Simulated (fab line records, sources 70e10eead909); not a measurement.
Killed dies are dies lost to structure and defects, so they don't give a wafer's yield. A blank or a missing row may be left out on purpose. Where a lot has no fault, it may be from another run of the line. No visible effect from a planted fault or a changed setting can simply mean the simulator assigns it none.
Comparing a struck lot with a sound one / flow nand-harc / 15 steps out of a route of 1302
Sound: wafers L866.1, L866.3, L866.4. Wafers struck: L862.4, L862.5, L862.6. Last of all comes the cause.
Per side, at each step with rows, come the tool, then ch with its chambers, and then its first start. Under that, the readings that differ: sound wafers / struck wafers / difference of the means / sigmas: that difference in standard deviations of wafers without a fault.
alike: readings with means less than 2 such deviations apart, plus words and numbers identical on both sides. not compared: withheld readings, readings lacking a value on some wafer, bounds such as >300 that could conceal the same value, and numbers that have no deviation in the record and whose values overlap.
The two part at a step that has a row with sigmas, a row that says differs or no value, or rows on one side only. Numbers that have no deviation but don't overlap get no sigmas and don't part them. A reading that every wafer of one side lacks parts them only if that side has two wafers or more.

first, 4 steps without rows for these wafers: NHARC_A_DECK1_JOINT_CURE_26 (time 32 s); NHARC_A_DECK1_JOINT_ANNEAL_27 (time 3600 s); NHARC_A_DECK1_JOINT_ANNEAL_28 (time 1800 s); NHARC_A_DECK1_JOINT_ANNEAL_29 (time 1800 s).
NHARC_A_DECK1_JOINT_CMP_02: polishes SiOx.
  sound on cmp-03 ch 0,1,3, day 18 06:14; struck on cmp-02 ch 0,2,3, day 16 07:09
  alike: motor-current-A
after that, 1 step had no rows for these wafers: NHARC_A_DECK1_JOINT_SRD_15.
NHARC_A_DECK1_JOINT_DEP_16: deposits SiO2, target thk 45 nm.
  sound on pecvd-01 ch 0,2, day 18 06:39; struck on pecvd-02 ch 0,1,2, day 16 07:33
  alike: heater-power-w, throttle-valve-pct
NHARC_A_DECK1_JOINT_THK_MEAS_17: measures by ellipsometry.
  struck on film-metro-02, day 16 07:45; sound on film-metro-02, day 18 06:54
  alike: thk-nm
NHARC_A_DECK1_JOINT_INSPECT_05:
  struck on defect-inspect-02, day 16 07:47; sound on defect-inspect-02, day 18 06:56
  alike: raw-defect-count
then, no rows for these wafers at 1 step: NHARC_A_ONON_D2_DEP_00 (target thk 1000 nm).
NHARC_A_ONON_D2_THK_MEAS_02: measures by ellipsometry.
  struck on film-metro-02, day 16 08:22; sound on film-metro-02, day 18 07:31
  alike: thk-nm
NHARC_A_ONON_D2_DEP_03: target thk 1000 nm.
  sound on pecvd-onon-01 ch 0, day 18 07:34; struck on pecvd-onon-04 ch 0, day 16 08:35
  alike: sih4-flow-sccm
NHARC_A_ONON_D2_THK_MEAS_05: measures by ellipsometry.
  struck on film-metro-02, day 16 08:56; sound on film-metro-02, day 18 08:05
reading=thk-nm (nm); sound=1014 1015 1013; struck=698 698 699; difference=-316; sigmas=-29
then, no rows for these wafers at 1 step: NHARC_A_ONON_D2_DEP_06 (target thk 1000 nm).
-- the record jumps here: 12 days lie between the struck wafers' starts before and after (it left off in module A_ONON_D2 and takes up again in module END, whose first step shown is number 1302 of the route) --
NHARC_END_SORT_01:
  here the record holds rows for the struck wafers (prober-01 ch 0, day 28 13:14) but none for the sound ones

## WHERE THEY PART
First at NHARC_A_ONON_D2_THK_MEAS_05; last, within this record, at NHARC_END_SORT_01.

WHY: the cause the simulator had injected
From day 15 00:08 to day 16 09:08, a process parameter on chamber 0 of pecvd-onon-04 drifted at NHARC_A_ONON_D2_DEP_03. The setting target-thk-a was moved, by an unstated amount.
